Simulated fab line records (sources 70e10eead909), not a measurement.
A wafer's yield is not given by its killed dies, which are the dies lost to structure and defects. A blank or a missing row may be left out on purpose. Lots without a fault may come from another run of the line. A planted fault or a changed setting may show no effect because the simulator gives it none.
Which of the tools did it? + flow nandHarc + Sampling: 13 lots, 39 wafers, 6 of 1159 route steps

WHAT EACH GAUGE READ, for each wafer
NHARC_A_ONON_D1_THK_MEAS_21: measures by ellipsometry.
| lot  | measured     | on           | thkNm (nm)     |
|------|--------------|--------------|----------------|
| L202 | day 7 12:20  | filmMetro-01 | 1014 1014 1013 |
| L205 | day 8 07:23  | filmMetro-01 | 1021 1021 1022 |
| L206 | day 9 07:14  | filmMetro-02 | 994 996 995    |
| L208 | day 9 19:19  | filmMetro-01 | 1596 1595 1593 |
| L210 | day 10 02:46 | filmMetro-01 | 1599 1598 1600 |
| L213 | day 11 02:53 | filmMetro-02 | 997 997 997    |
| L216 | day 11 02:53 | filmMetro-01 | 998 1001 1000  |
| L214 | day 11 18:17 | filmMetro-02 | 1004 1008 1007 |
| L217 | day 12 00:35 | filmMetro-02 | 1003 1002 1004 |
| L220 | day 12 08:19 | filmMetro-01 | 1013 1013 1011 |
| L221 | day 12 08:18 | filmMetro-01 | 1002 1004 1003 |
| L222 | day 12 21:46 | filmMetro-02 | 987 988 987    |
| L225 | day 13 07:21 | filmMetro-02 | 1007 1005 1007 |

NHARC_A_CHANNEL_HOLE_D1_OVL_MEAS_11.
| lot  | measured     | on         | overlayXNm (nm) | overlayYNm (nm) |
|------|--------------|------------|-----------------|-----------------|
| L202 | day 7 17:25  | overlay-02 | -1.3 -1.2 -1.2  | -0.2 -0.6 0.0   |
| L205 | day 8 17:01  | overlay-01 | -0.9 -1.0 -1.1  | -0.4 -0.5 -0.2  |
| L206 | day 9 12:45  | overlay-01 | 0.3 -0.1 0.1    | 0.3 0.2 0.5     |
| L213 | day 11 10:07 | overlay-01 | 0.8 0.6 0.3     | 0.7 1.7 1.1     |
| L216 | day 11 10:28 | overlay-01 | -0.1 0.1 0.5    | 0.5 0.9 0.8     |
| L214 | day 11 23:20 | overlay-02 | 0.3 0.0 -0.7    | -0.7 -0.5 -0.4  |
| L217 | day 12 07:19 | overlay-01 | -0.1 -0.3 0.2   | 1.9 1.2 1.3     |
| L220 | day 12 15:06 | overlay-01 | -0.8 -0.4 -0.6  | 1.7 1.9 1.2     |
| L221 | day 12 13:50 | overlay-02 | 1.0 1.7 2.2     | 1.0 0.9 0.9     |
| L222 | day 13 02:59 | overlay-01 | -1.6 -1.2 -1.5  | -0.4 -0.3 0.0   |
| L225 | day 13 15:38 | overlay-02 | -0.4 -0.7 -0.7  | -1.1 -0.9 -0.7  |

NHARC_END_SORT_01.
| lot  | measured     | on        | killedAtArray | killedAtOther | killedAtPeriphery | killedDies  | killedOpen | killedShort |
|------|--------------|-----------|---------------|---------------|-------------------|-------------|------------|-------------|
| L208 | day 21 23:24 | prober-02 | 673 676 675   | 0 0 0         | 4 1 2             | 677 677 677 | 4 3 3      | 0 1 2       |
| L210 | day 22 07:14 | prober-02 | 670 673 673   | 0 0 0         | 7 4 4             | 677 677 677 | 5 6 3      | 3 1 4       |

WHAT TOOL EACH LOT RAN ON (gives the tool, then ch and the chambers of the sampled wafers, and finally the start)
| lot  | NHARC_A_ZERO_WELL_ETCH_19         | NHARC_A_ZERO_WELL_RTA_16        | NHARC_A_ONON_D1_DEP_19          |
|------|-----------------------------------|---------------------------------|---------------------------------|
| L202 | rieDiel-11 ch 0,2,3, day 6 05:18  | rtpAnneal-01 ch 0, day 6 06:22  | pecvdOnon-02 ch 0, day 7 11:56  |
| L205 | rieDiel-09 ch 0,1, day 7 01:09    | rtpAnneal-01 ch 0, day 7 02:13  | pecvdOnon-02 ch 0, day 8 06:56  |
| L206 | rieDiel-02 ch 0,1,2, day 7 22:37  | rtpAnneal-02 ch 0, day 7 23:41  | pecvdOnon-02 ch 0, day 9 06:47  |
| L208 | rieDiel-09 ch 0,1,3, day 8 09:23  | rtpAnneal-01 ch 0, day 8 10:29  | pecvdOnon-02 ch 0, day 9 18:52  |
| L210 | rieDiel-02 ch 0,1,3, day 8 20:25  | rtpAnneal-02 ch 0, day 8 21:30  | pecvdOnon-02 ch 0, day 10 02:19 |
| L213 | rieDiel-02 ch 0,2, day 9 17:44    | rtpAnneal-01 ch 0, day 9 18:47  | pecvdOnon-03 ch 0, day 11 02:22 |
| L216 | rieDiel-02 ch 0,1,3, day 9 20:40  | rtpAnneal-01 ch 0, day 9 21:43  | pecvdOnon-01 ch 0, day 11 02:22 |
| L214 | rieDiel-02 ch 0,1,2, day 10 04:29 | rtpAnneal-02 ch 0, day 10 05:32 | pecvdOnon-03 ch 0, day 11 17:53 |
| L217 | rieDiel-09 ch 0,2,3, day 10 16:20 | rtpAnneal-01 ch 0, day 10 17:25 | pecvdOnon-03 ch 0, day 12 00:07 |
| L220 | rieDiel-02 ch 0,1,2, day 11 00:07 | rtpAnneal-02 ch 0, day 11 01:08 | pecvdOnon-03 ch 0, day 12 07:49 |
| L221 | rieDiel-11 ch 1,2, day 11 00:41   | rtpAnneal-01 ch 0, day 11 01:43 | pecvdOnon-01 ch 0, day 12 07:48 |
| L222 | rieDiel-09 ch 0,3, day 11 13:14   | rtpAnneal-02 ch 0, day 11 14:17 | pecvdOnon-01 ch 0, day 12 21:18 |
| L225 | rieDiel-02 ch 1,2, day 11 22:32   | rtpAnneal-02 ch 0, day 11 23:36 | pecvdOnon-03 ch 0, day 13 06:50 |
- NHARC_A_ZERO_WELL_ETCH_19: etches the open film in N2/H2, target depth 80 nm, overetch 24 nm, time 87.88 s.
- NHARC_A_ZERO_WELL_RTA_16: time 10 s.
- NHARC_A_ONON_D1_DEP_19: target thk 1000 nm.

WHAT THE TOOLS THEMSELVES READ (means of the sampled wafers that have a number; where no wafer has one, the mark that the record gives instead)
NHARC_A_ZERO_WELL_ETCH_19.
| lot  | tool       | drypumpMotorCurrentA (A) | oesProductAu (a.u.) | rfVppV (V) | showerheadPlenumPTorr (Torr) | throttleValvePct (%) |
|------|------------|--------------------------|---------------------|------------|------------------------------|----------------------|
| L202 | rieDiel-11 | 6.0                      | 0.989               | 429.4      | 2.01                         | 14.176               |
| L205 | rieDiel-09 | 6.1                      | 0.994               | 431.7      | 2.07                         | 14.170               |
| L206 | rieDiel-02 | 6.4                      | 1.012               | 432.9      | 2.14                         | 14.179               |
| L208 | rieDiel-09 | 6.0                      | 1.000               | 431.6      | 2.07                         | 14.180               |
| L210 | rieDiel-02 | 6.2                      | 1.005               | 432.0      | 2.10                         | 14.167               |
| L213 | rieDiel-02 | 6.2                      | 0.998               | 433.0      | 2.15                         | 14.175               |
| L216 | rieDiel-02 | 6.2                      | 0.999               | 431.6      | 2.10                         | 14.183               |
| L214 | rieDiel-02 | 6.4                      | 1.010               | 432.8      | 2.13                         | 14.166               |
| L217 | rieDiel-09 | 5.8                      | 1.002               | 430.3      | 2.02                         | 14.184               |
| L220 | rieDiel-02 | 6.4                      | 1.005               | 433.2      | 2.13                         | 14.170               |
| L221 | rieDiel-11 | 5.7                      | 0.997               | 430.7      | 2.04                         | 14.180               |
| L222 | rieDiel-09 | 6.0                      | 0.997               | 431.9      | 2.07                         | 14.167               |
| L225 | rieDiel-02 | 6.5                      | 1.006               | 431.5      | 2.08                         | 14.173               |

NHARC_A_ZERO_WELL_RTA_16.
| lot  | tool         | lampPowerPct (%) | lamp_zone_6_pct (%) | wafer_temp_C_max |
|------|--------------|------------------|---------------------|------------------|
| L202 | rtpAnneal-01 | 34               | 34                  | 1006.5           |
| L205 | rtpAnneal-01 | 34               | 34                  | 1005.5           |
| L206 | rtpAnneal-02 | 26               | 26                  | 1003.9           |
| L208 | rtpAnneal-01 | 34               | 34                  | 1005.9           |
| L210 | rtpAnneal-02 | 26               | 26                  | 1004.4           |
| L213 | rtpAnneal-01 | 34               | 34                  | 1004.6           |
| L216 | rtpAnneal-01 | 34               | 34                  | 1006.0           |
| L214 | rtpAnneal-02 | 26               | 26                  | 1003.3           |
| L217 | rtpAnneal-01 | 34               | 34                  | 1005.9           |
| L220 | rtpAnneal-02 | 26               | 26                  | 1003.9           |
| L221 | rtpAnneal-01 | 34               | 34                  | 1005.4           |
| L222 | rtpAnneal-02 | 26               | 26                  | 1004.0           |
| L225 | rtpAnneal-02 | 26               | 26                  | 1003.6           |

THE ANSWER, worked out from the rows above alone
Rule: what is usual is taken from the lots themselves. The widest of any qualifying gaps counts: lots, ordered by their means at a reading, are off when they make up no more than a third of the lots, leave a main group of 4 or more, and stand apart from it by 3 or more times the standard deviation of that group's means. A main group whose means are all the same, to the digits that the tables above print for the reading, isn't used. A lot without any number at a reading at which 4 lots or more have one is off too. Where the step has rows for the other lots, those lots are counted as sound. First the gauges in route order, then the tools' own readings, where a lot's mean is used as printed above. The first step at which some lot is off is used, and at that step the reading that is off furthest; a lot without a number counts as furthest.
Off at NHARC_A_ONON_D1_THK_MEAS_21 (thkNm): L208, L210. For the main group the mean is 1004 nm and the standard deviation 9.1.
If a tool, at a process step before that reading, ran all the lots that are off and no sound lot after the first of them, it fits. Gauges at NHARC_A_ONON_D1_THK_MEAS_21: tried the same way as those tools. One candidate fits, namely pecvdOnon-02 at NHARC_A_ONON_D1_DEP_19. Its last sound lot is L206 (day 9 06:47), its first lot that is off L208 (day 9 18:52): a fault that began between those two fits.

WHAT THE SIMULATOR HAD PUT IN
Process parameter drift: pecvdOnon-02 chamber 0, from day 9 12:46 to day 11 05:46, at NHARC_A_ONON_D1_DEP_19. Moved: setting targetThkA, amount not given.
Lots struck among those shown: L208, L210. The rule given above showed the same thing.
